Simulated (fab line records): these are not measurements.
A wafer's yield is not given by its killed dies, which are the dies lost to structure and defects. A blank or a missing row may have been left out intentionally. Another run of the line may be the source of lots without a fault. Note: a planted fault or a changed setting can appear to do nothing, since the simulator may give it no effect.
Which tool was responsible? -- flow n5 finfet -- 11 lots, 33 wafers sampled, at 5 steps of a route of 1938

WHAT EACH GAUGE READ, for each wafer
N5_WELL_APT_CD_MEAS_08: target cd 200 nm.
lot,measured,on,cd nm (nm)
L499,day 1 13:35,cd sem-01,198.1 198.4 198.4
L502,day 2 07:34,cd sem-01,201.7 199.5 199.7
L503,day 2 13:35,cd sem-02,203.1 200.0 201.1
L504,day 2 19:40,cd sem-03,199.3 198.8 198.2
L505,day 3 01:34,cd sem-01,200.4 200.3 199.0
L506,day 3 07:36,cd sem-01,202.2 200.2 199.9
L507,day 3 13:52,cd sem-02,200.6 200.1 202.0
L509,day 4 01:51,cd sem-03,200.9 199.9 201.1
L512,day 4 19:50,cd sem-02,199.8 199.5 199.1
L521,day 7 01:34,cd sem-02,199.6 200.6 202.7
L522,day 7 07:52,cd sem-02,201.8 201.9 201.0

N5_WELL_APT_OVL_MEAS_09.
lot,measured,on,NWELL_OVL (nm)
L499,day 1 13:37,overlay-02,-1 -12 -8
L502,day 2 07:35,overlay-01,5 -1 -1
L503,day 2 13:37,overlay-02,-8 0 -10
L504,day 2 19:42,overlay-02,-2 7 -4
L505,day 3 01:36,overlay-02,-1 1 4
L506,day 3 07:38,overlay-02,4 -1 -4
L507,day 3 13:55,overlay-01,-4 -3 -5
L509,day 4 01:53,overlay-02,-9 -5 -9
L512,day 4 19:52,overlay-01,0 3 0
L521,day 7 01:35,overlay-01,-7 2 -2
L522,day 7 07:53,overlay-02,-1 -4 3

N5_BEOL_M4_RC_MEAS_101.
lot,measured,on,CJ_P,DIBL_N (mV/V),DIBL_P (mV/V),IOFF_N (nA/um),IOFF_P (nA/um),ION_N (uA/um),ION_P (uA/um),SS_N (mV/dec),SS_P (mV/dec),VT_N (mV),VT_P (mV)
L499,day 7 15:28,prober-01,6.02 5.59 6.10,35.4 35.3 34.9,36.0 36.6 36.1,0.14 0.15 0.15,0.19 0.20 0.19,666 684 678,457 469 466,71.4 71.6 71.6,73.2 73.9 73.7,253 249 253,-255 -252 -252
L502,day 8 13:29,prober-01,5.99 5.73 6.05,35.7 33.6 36.1,36.1 33.4 36.5,0.15 0.11 0.14,0.18 0.14 0.18,682 681 677,467 462 463,71.0 71.0 71.5,73.3 72.8 73.3,251 255 253,-251 -257 -253
L503,day 8 14:43,prober-01,5.39 5.84 5.55,36.4 38.2 37.6,35.8 38.6 37.2,0.15 0.19 0.16,0.22 0.26 0.24,672 682 671,463 470 466,72.0 71.9 72.3,72.9 74.6 74.0,249 245 250,-248 -246 -245
L504,day 8 14:51,prober-02,5.76 5.42 5.87,37.3 33.8 35.5,37.5 33.5 36.1,0.18 0.12 0.15,0.23 0.17 0.21,680 677 683,470 471 476,71.2 70.7 72.1,72.8 71.7 72.8,247 255 250,-250 -253 -250
L505,day 9 10:17,prober-01,5.48 5.72 5.84,37.3 36.6 37.0,38.4 36.7 37.8,0.18 0.17 0.17,0.24 0.22 0.24,680 688 676,466 459 465,72.3 71.7 72.3,72.8 72.8 73.0,247 250 249,-251 -253 -248
L506,day 9 06:10,prober-02,6.01 5.67 5.96,33.1 34.9 33.9,32.8 33.6 33.6,0.11 0.12 0.11,0.17 0.18 0.18,665 656 668,462 455 461,70.6 70.5 70.7,72.3 71.4 71.8,255 253 255,-253 -250 -251
L507,day 9 15:35,prober-02,5.57 5.87 5.90,37.4 35.1 32.3,38.4 34.8 33.3,0.18 0.14 0.11,0.24 0.18 0.16,660 658 657,460 445 457,72.2 71.9 70.5,73.5 72.8 72.1,251 254 255,-247 -251 -254
L509,day 10 07:21,prober-01,6.04 5.78 6.04,34.9 35.6 33.3,35.2 36.8 33.1,0.15 0.16 0.12,0.22 0.23 0.19,679 675 690,467 467 479,71.0 71.6 70.1,73.7 74.1 72.8,249 249 254,-250 -248 -249
L512,day 11 10:59,prober-02,6.08 6.02 6.05,38.8 36.4 38.9,39.3 34.7 38.0,0.21 0.15 0.21,0.25 0.17 0.22,672 665 676,458 448 453,71.6 71.3 72.8,74.9 72.5 74.5,245 253 248,-249 -253 -250
L521,day 13 10:11,prober-02,7.16 6.93 7.19,36.2 37.3 37.5,35.0 36.2 36.8,0.14 0.16 0.16,0.17 0.18 0.20,662 677 673,446 457 457,71.2 72.1 71.5,73.7 73.9 74.2,253 249 247,-251 -254 -253
L522,day 13 10:06,prober-01,6.55 6.90 6.81,33.2 36.3 36.8,33.6 37.6 38.5,0.12 0.18 0.19,0.15 0.21 0.22,669 678 677,451 460 457,71.2 71.9 72.1,72.4 74.4 74.3,252 248 246,-257 -250 -253

EACH LOT AND THE TOOL THAT RAN IT (in order: tool; ch and the chambers of the sampled wafers; start)
lot,N5_WELL_APT_IMPLANT_15,N5_WELL_APT_EPI_41
L499,"implanter-02 ch 0, day 1 13:59","epi rpcvd-03 ch 0, day 1 15:55"
L502,"implanter-01 ch 0, day 2 08:28","epi rpcvd-01 ch 0, day 2 10:43"
L503,"implanter-01 ch 0, day 2 13:57","epi rpcvd-03 ch 0, day 2 15:53"
L504,"implanter-02 ch 0, day 2 20:02","epi rpcvd-04 ch 0, day 2 21:56"
L505,"implanter-02 ch 0, day 3 02:21","epi rpcvd-01 ch 0, day 3 04:22"
L506,"implanter-02 ch 0, day 3 07:59","epi rpcvd-01 ch 0, day 3 10:00"
L507,"implanter-02 ch 0, day 3 14:15","epi rpcvd-01 ch 0, day 3 16:05"
L509,"implanter-01 ch 0, day 4 02:15","epi rpcvd-01 ch 0, day 4 04:19"
L512,"implanter-02 ch 0, day 4 20:12","epi rpcvd-01 ch 0, day 4 22:02"
L521,"implanter-01 ch 0, day 7 02:26","epi rpcvd-04 ch 0, day 7 04:17"
L522,"implanter-01 ch 0, day 7 08:14","epi rpcvd-03 ch 0, day 7 10:06"
- N5_WELL_APT_IMPLANT_15
- N5_WELL_APT_EPI_41: deposits Si from SiH4/H2, target thk 50 nm, time 297.7 s.

WHAT THE TOOLS THEMSELVES READ (means of the sampled wafers that have a number; where no wafer has one, the mark that the record gives instead)
N5_WELL_APT_IMPLANT_15.
lot,tool,dose ions cm2,faraday current uA
L499,implanter-02,1.5017e+13,188
L502,implanter-01,1.4993e+13,194
L503,implanter-01,1.5009e+13,186
L504,implanter-02,1.4999e+13,192
L505,implanter-02,1.4995e+13,187
L506,implanter-02,1.5007e+13,188
L507,implanter-02,1.5001e+13,189
L509,implanter-01,1.4983e+13,192
L512,implanter-02,1.5013e+13,192
L521,implanter-01,2.1529e+13,270
L522,implanter-01,2.1512e+13,276

N5_WELL_APT_EPI_41.
lot,tool,lamp inner pct (%),throttle valve pct (%)
L499,epi rpcvd-03,17.4,11.48
L502,epi rpcvd-01,18.2,11.32
L503,epi rpcvd-03,17.4,11.24
L504,epi rpcvd-04,14.2,11.15
L505,epi rpcvd-01,18.1,11.32
L506,epi rpcvd-01,18.0,11.29
L507,epi rpcvd-01,18.2,11.42
L509,epi rpcvd-01,18.3,11.23
L512,epi rpcvd-01,18.1,11.39
L521,epi rpcvd-04,14.3,11.03
L522,epi rpcvd-03,17.4,11.58

THE ANSWER, worked out from the rows above alone
Rule: usual is defined by the lots themselves. The widest of any qualifying gaps counts: lots, ordered by their means at a reading, are off when they make up no more than a third of the lots, leave a main group of 4 or more, and stand apart from it by 3 or more times the standard deviation of that group's means. The tables above print the reading to a certain number of digits; a main group whose means all agree to those digits is not used. A lot without any number at a reading at which 4 lots or more have one is off too. Where the step has rows for the other lots, those lots are counted as sound. After the gauges, taken in route order, come the tools' own readings; for these a lot's mean is taken, as printed above. At the first step where some lot is off, the reading lying furthest off is the one used; lots without a number count as furthest.
Off: L521, L522, at N5_BEOL_M4_RC_MEAS_101 (CJ_P). Mean 5.83 and standard deviation 0.14 in the main group.
A tool fits if, at a process step before that reading, it ran every lot that is off, and no sound lot after the first of them. Not tried: the gauges at N5_BEOL_M4_RC_MEAS_101; whatever is off there is also off at N5_WELL_APT_IMPLANT_15, on other tools, and gauge error can't account for it. One fits: N5_WELL_APT_IMPLANT_15 on implanter-01. A fault onset in the window from L509 (day 4 02:15, its last sound lot) to L521 (day 7 02:26, its first lot off) fits.
The tool's own readings at N5_WELL_APT_IMPLANT_15 bear it out: on the lots that are off they differ by more than 5 times the standard deviation of the sound lots' means. dose ions cm2 reads 2.1520e+13 there against 1.5002e+13 on the sound lots; faraday current uA reads 273 there against 190 on the sound lots.

WHAT THE SIMULATOR HAD PUT IN
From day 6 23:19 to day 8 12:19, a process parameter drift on implanter-01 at N5_WELL_APT_IMPLANT_15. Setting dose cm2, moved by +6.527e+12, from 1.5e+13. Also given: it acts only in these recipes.
Struck lots among those shown: L521, L522. This agrees with what the rule above found.
